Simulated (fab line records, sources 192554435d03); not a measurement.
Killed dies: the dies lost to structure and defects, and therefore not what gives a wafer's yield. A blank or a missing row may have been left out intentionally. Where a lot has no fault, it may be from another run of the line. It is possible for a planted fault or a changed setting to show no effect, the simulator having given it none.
A struck lot beside a sound one :: flow n5_finfet :: 39 out of 1938 route steps
Sound: these wafers, L207.1, L207.3, L207.4. Struck: wafer L219.1 (left out: L219.4, a lot-mate that was not struck); the cause follows at the end.
Each step with rows lists, per side, the tool, then ch with its chambers, then its first start. Under that, the readings that differ: sound wafers :: struck wafers :: difference of the means :: sigmas: that difference in standard deviations of wafers without a fault.
alike: readings with means less than 2 such deviations apart, plus words and numbers identical on both sides. not compared: withheld readings, readings lacking a value on some wafer, bounds such as >300 that could conceal the same value, and numbers that have no deviation in the record and whose values overlap.
Wherever a step has rows on one side only, a row that says differs or no value, or a row with sigmas, the two part there. Numbers that don't overlap but have no deviation are shown without sigmas and don't part them. A reading missing from all wafers of one side parts the sides only when that side holds two or more wafers.

first, 9 steps without rows for these wafers: N5_BEOL_M13_SOFTBAKE_23 (time 60 s); N5_BEOL_M13_EXPOSE_25 (exposes mask M13, target cd 210 nm); N5_BEOL_M13_PEB_26 (peb time 90 s); N5_BEOL_M13_DEVELOP_27 (develop time 45 s); N5_BEOL_M13_HARDBAKE_32 (time 120 s); N5_BEOL_M13_DESCUM_33 (chemistry O2, time 7.9 s); N5_BEOL_M13_ETCH_67 (etches SiARC in CF4, target depth 143 nm, time 238.3 s); N5_BEOL_M13_ETCH_68 (etches SOC in N2/H2, time 355 s); N5_BEOL_M13_STRIP_69 (strips in N2/H2).
N5_BEOL_M13_TRENCH_ETCH_34: etches SiOC in C4F8/O2/Ar, target depth 413.47 nm, time 162.6 s.
  sound on rie_diel-02 ch 0,1,3, day 12 08:58; struck on rie_diel-02 ch 2, day 16 08:16
reading: rf_hours_counter_h (h)
sound: 50 121 38
struck: 220
difference: +150
sigmas: 

reading: model.etch.depth_nm (nm)
sound: 414.7 408.2 412.1
struck: 583.3
difference: +171.6
sigmas: 
  alike: drypump_motor_current_A, mfc_ar_sccm, oes_product_au, rf_vpp_V, showerhead_plenum_p_Torr, throttle_valve_pct
then, 1 step without rows for these wafers: N5_BEOL_M13_STRIP_70 (strips in C4F8/O2/Ar).
N5_BEOL_M13_OCD_MEAS_35:
  sound on ocd-02 at day 12 09:08; struck on ocd-02 at day 16 08:26
reading: trench_depth_nm (nm)
sound: 415 408 412
struck: 583
difference: +171
sigmas: +37
then, 11 steps without rows for these wafers: N5_BEOL_M13_STRIP_37 (strips in N2/H2); N5_BEOL_M13_ETCH_38 (etches SiCN in CF4/N2, target depth 67.5 nm, time 71.9 s); N5_BEOL_M13_PRECLEAN_39 (cleans in residue remover, time 60 s); N5_BEOL_M13_SRD_40 (time 30 s, dry time 30 s); N5_BEOL_M13_DEGAS_41 (time 60 s); N5_BEOL_M13_PRE_CLEAN_42 (time 30 s); N5_BEOL_M13_SPUTTER_43 (material TaN, target thk 15 nm, time 24.19 s); N5_BEOL_M13_SPUTTER_44 (material Ta, target thk 10 nm, time 16.13 s); N5_BEOL_M13_SPUTTER_45 (material Cu, target thk 80 nm, time 13.33 s); N5_BEOL_M13_ECD_47 (material Cu, target thk 936 nm); N5_BEOL_M13_ANNEAL_48 (time 90 s).
N5_BEOL_M13_CMP_49: polishes, stops on SiOC, t overpolish 17.1 s, target thk 420 nm.
  sound on cmp-03 ch 0,1,3, day 12 11:13; struck on cmp-01 ch 3, day 16 10:42
reading: overpolish_run_s (s)
sound: 17.110 17.096 17.117
struck: 17.088
difference: -0.020
sigmas: -2

reading: model.Cu_of_BEOL_M13_ECD_47.thk_nm (nm)
sound: 421.2 414.4 418
struck: 588.8
difference: +170.9
sigmas: 
  alike: barrier_field_endpoint_s, motor_current_A
N5_BEOL_M13_THK_MEAS_50: measures by xrf.
  sound on film_metro-02 at day 12 11:28; struck on film_metro-01 at day 16 10:57
reading: M13_THK (nm)
sound: 416 407 408
struck: 579
difference: +169
sigmas: +29
then, 2 steps without rows for these wafers: N5_BEOL_M13_PRE_CLEAN_52 (time 15 s); N5_BEOL_M13_DEP_53 (deposits SiCN from 3MS/NH3, target thk 50 nm, time 17.8 s).
N5_BEOL_M13_RS_MEAS_54: uses a four-point probe to measure.
  sound on film_metro-01 at day 12 11:36; struck on film_metro-02 at day 16 11:05
reading: M13_RS (ohm/sq)
sound: 0.0449 0.0456 0.0451
struck: 0.0317
difference: -0.0135
sigmas: -25
then, 9 steps without rows for these wafers: N5_BEOL_M14_ILD_DEP_00 (deposits SiO2 from TEOS/O2, target thk 1119.3 nm, time 237.4 s); N5_BEOL_M14_COAT_58 (time 60 s, resist thk 89 nm); N5_BEOL_M14_COAT_04 (resist thk 800 nm); N5_BEOL_M14_EBR_06; N5_BEOL_M14_SOFTBAKE_05 (time 60 s); N5_BEOL_M14_EXPOSE_07 (exposes mask V13); N5_BEOL_M14_PEB_08 (peb time 90 s); N5_BEOL_M14_DEVELOP_09 (develop time 45 s); N5_BEOL_M14_HARDBAKE_14 (time 120 s).
N5_BEOL_M15_RC_MEAS_101:
  sound on prober-01 ch 0, day 12 21:28; struck on prober-02 ch 0, day 17 04:38
reading: SERP_M13 (ohm/um)
sound: 0.310 0.311 0.306
struck: 0.214
difference: -0.095
sigmas: -18

reading: SERP_M13_max_site (ohm/um)
sound: 0.314 0.314 0.310
struck: 0.217
difference: -0.096
sigmas: -17
  alike: COMB_M10, COMB_M11, COMB_M12, COMB_M14, COMB_M15, COMB_M5, COMB_M6, COMB_M7, COMB_M8, COMB_M9, SERP_M10, SERP_M11, SERP_M12, SERP_M14, SERP_M5, SERP_M6, SERP_M7, SERP_M8, SERP_M9, SERP_M9_max_site
N5_PASSIVATION_PROBE_49:
  the record holds rows for the sound wafers here (prober-02, day 13 11:44) but none for the struck ones

## WHERE THEY PART
Last at N5_PASSIVATION_PROBE_49 as far as this record goes, first at N5_BEOL_M13_OCD_MEAS_35.

WHY: whatever the simulator had introduced
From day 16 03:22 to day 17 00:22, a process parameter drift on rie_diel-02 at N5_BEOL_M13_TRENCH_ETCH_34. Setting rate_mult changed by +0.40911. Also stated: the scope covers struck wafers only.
